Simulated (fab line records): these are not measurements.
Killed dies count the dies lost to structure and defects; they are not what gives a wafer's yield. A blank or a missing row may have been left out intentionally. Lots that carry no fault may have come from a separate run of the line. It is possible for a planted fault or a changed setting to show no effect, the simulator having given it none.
Split-lot trial + flow n5-finfet + 7 lots, 39 wafers read, on a route of 1938 steps

== THE SPLIT ITSELF ==
At N5_BEOL_M0_SAQP_DESCUM_19 (chemistry O2, time 7.9 s), the setting time-s was moved away from the recipe's 7.9 s on 12 of the 39 wafers read, by -57.0% to +50.8%. The other wafers ran this setting at the recipe's value.

The reading comes from the split's own step.

== THE READING ==
CAR-ArF_of_BEOL_M0_SAQP_COAT_08.thk-nm (the simulator's own value, which no gauge read), in nm, at N5_BEOL_M0_SAQP_DESCUM_19 (chemistry O2, time 7.9 s). No usual value for it is given in the file. Average 83.8 nm, standard deviation 0.27 nm, over the 27 wafers here run with the recipe.

| wafer  | tool, chamber at the split | time-s as run, s | against the recipe | CAR-ArF_of_BEOL_M0_SAQP_COAT_08.thk-nm, nm | against lot-mates on the recipe |
|--------|----------------------------|------------------|--------------------|--------------------------------------------|---------------------------------|
| L074.1 | rie-diel-06, 1,2,2         | 7.9              | recipe             | 83.6                                       | -                               |
| L074.2 | rie-diel-06, 1,2,2         | 7.9              | recipe             | 83.6                                       | -                               |
| L074.6 | rie-diel-06, 1,2,2         | 7.9              | recipe             | 83.6                                       | -                               |
| L074.3 | rie-diel-06, 0,3           | 7.9              | recipe             | 83.4                                       | -                               |
| L074.4 | rie-diel-06, 0,3           | 7.9              | recipe             | 83.4                                       | -                               |
| L074.5 | rie-diel-06, 1             | 7.9              | recipe             | 83.8                                       | -                               |
| L080.1 | rie-diel-06, 3             | 7.9              | recipe             | 84                                         | -                               |
| L080.3 | rie-diel-06, 0             | 7.9              | recipe             | 84.2                                       | -                               |
| L080.5 | rie-diel-06, 3             | 7.9              | recipe             | 84.4                                       | -                               |
| L081.1 | rie-diel-03, 0             | 7.9              | recipe             | 83.6                                       | -                               |
| L081.2 | rie-diel-03, 3             | 11.91            | +50.8%             | 81.2                                       | -2.4                            |
| L081.3 | rie-diel-03, 1             | 11.91            | +50.8%             | 80.8                                       | -2.8                            |
| L081.6 | rie-diel-03, 1             | 11.91            | +50.8%             | 80.8                                       | -2.8                            |
| L081.4 | rie-diel-03, 3             | 7.9              | recipe             | 83.8                                       | -                               |
| L081.5 | rie-diel-03, 0             | 7.9              | recipe             | 83.4                                       | -                               |
| L082.1 | rie-diel-03, 0             | 11.65            | +47.5%             | 81.2                                       | -2.5                            |
| L082.6 | rie-diel-03, 0             | 11.65            | +47.5%             | 81.2                                       | -2.5                            |
| L082.2 | rie-diel-03, 3,1           | 7.9              | recipe             | 83.8                                       | -                               |
| L082.3 | rie-diel-03, 3,1           | 7.9              | recipe             | 83.8                                       | -                               |
| L082.4 | rie-diel-03, 1             | 11.65            | +47.5%             | 81.4                                       | -2.3                            |
| L082.5 | rie-diel-03, 3             | 7.9              | recipe             | 83.6                                       | -                               |
| L083.1 | rie-diel-02, 3,1,3         | 3.395            | -57.0%             | 86.2                                       | +2.5                            |
| L083.2 | rie-diel-02, 3,1,3         | 3.395            | -57.0%             | 86.2                                       | +2.5                            |
| L083.6 | rie-diel-02, 3,1,3         | 3.395            | -57.0%             | 86.2                                       | +2.5                            |
| L083.3 | rie-diel-02, 2,0           | 7.9              | recipe             | 83.6                                       | -                               |
| L083.4 | rie-diel-02, 2,0           | 7.9              | recipe             | 83.6                                       | -                               |
| L083.5 | rie-diel-02, 2             | 7.9              | recipe             | 83.8                                       | -                               |
| L090.1 | rie-diel-02, 3,1           | 11.41            | +44.4%             | 82.2                                       | -2.0                            |
| L090.2 | rie-diel-02, 3,1           | 11.41            | +44.4%             | 82.2                                       | -2.0                            |
| L090.3 | rie-diel-02, 2,0,1         | 7.9              | recipe             | 84.2                                       | -                               |
| L090.4 | rie-diel-02, 2,0,1         | 7.9              | recipe             | 84.2                                       | -                               |
| L090.6 | rie-diel-02, 2,0,1         | 7.9              | recipe             | 84.2                                       | -                               |
| L090.5 | rie-diel-02, 2             | 11.41            | +44.4%             | 82.4                                       | -1.8                            |
| L096.1 | rie-diel-02, 3,0,0,3       | 7.9              | recipe             | 83.6                                       | -                               |
| L096.4 | rie-diel-02, 3,0,0,3       | 7.9              | recipe             | 83.6                                       | -                               |
| L096.5 | rie-diel-02, 3,0,0,3       | 7.9              | recipe             | 83.6                                       | -                               |
| L096.6 | rie-diel-02, 3,0,0,3       | 7.9              | recipe             | 83.6                                       | -                               |
| L096.2 | rie-diel-02, 1,2           | 7.9              | recipe             | 83.8                                       | -                               |
| L096.3 | rie-diel-02, 1,2           | 7.9              | recipe             | 83.8                                       | -                               |
Rows listing several chambers each stand for several wafers; the file does not say which wafer went through which chamber.

THE FIT
A straight line over all 39 wafers: CAR-ArF_of_BEOL_M0_SAQP_COAT_08.thk-nm changes by -0.0462 nm for each +1% of time-s; r = -0.97; the points scatter about the line by 0.33 nm.
The same after taking each lot's own level away (the mean of its wafers on the recipe; 39 wafers): -0.0477 nm for each +1%; r = -0.99; scatter 0.16 nm.
That fit puts the effect of the largest move of time-s on the reading at 2.7 nm.
Measured against the standard deviation above, the lots' own levels, which go from 83.57 to 84.20 nm, span 2.4 times it.
The two slopes agree, so the slope changes little with the lot-to-lot level.
Check: +2.72 nm against its lot-mates is what the line predicts for one of the wafers moved furthest among these (-57.0%) when that wafer is left out of the fit. Against them it came out at +2.53 nm.

== ADDITIONAL SPLITS CARRIED BY THESE WAFERS ==
These wafers also went through other splits before the reading. Each is held against what the fit with the lots' levels taken away leaves over:
| other split on the same wafers       | wafers away from the commonest value | r with CAR-ArF_of_BEOL_M0_SAQP_COAT_08.thk-nm (lot level and that fit taken away) |
|--------------------------------------|--------------------------------------|-----------------------------------------------------------------------------------|
| N5_SD_EPI_P_EPI_21 epi-growth-time-s | 12                                   | -0.11                                                                             |

== THE FILE'S OWN FIT ==
CAR-ArF_of_BEOL_M0_SAQP_COAT_08.thk-nm changes by -0.048 nm for each +1% of time-s, r = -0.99.
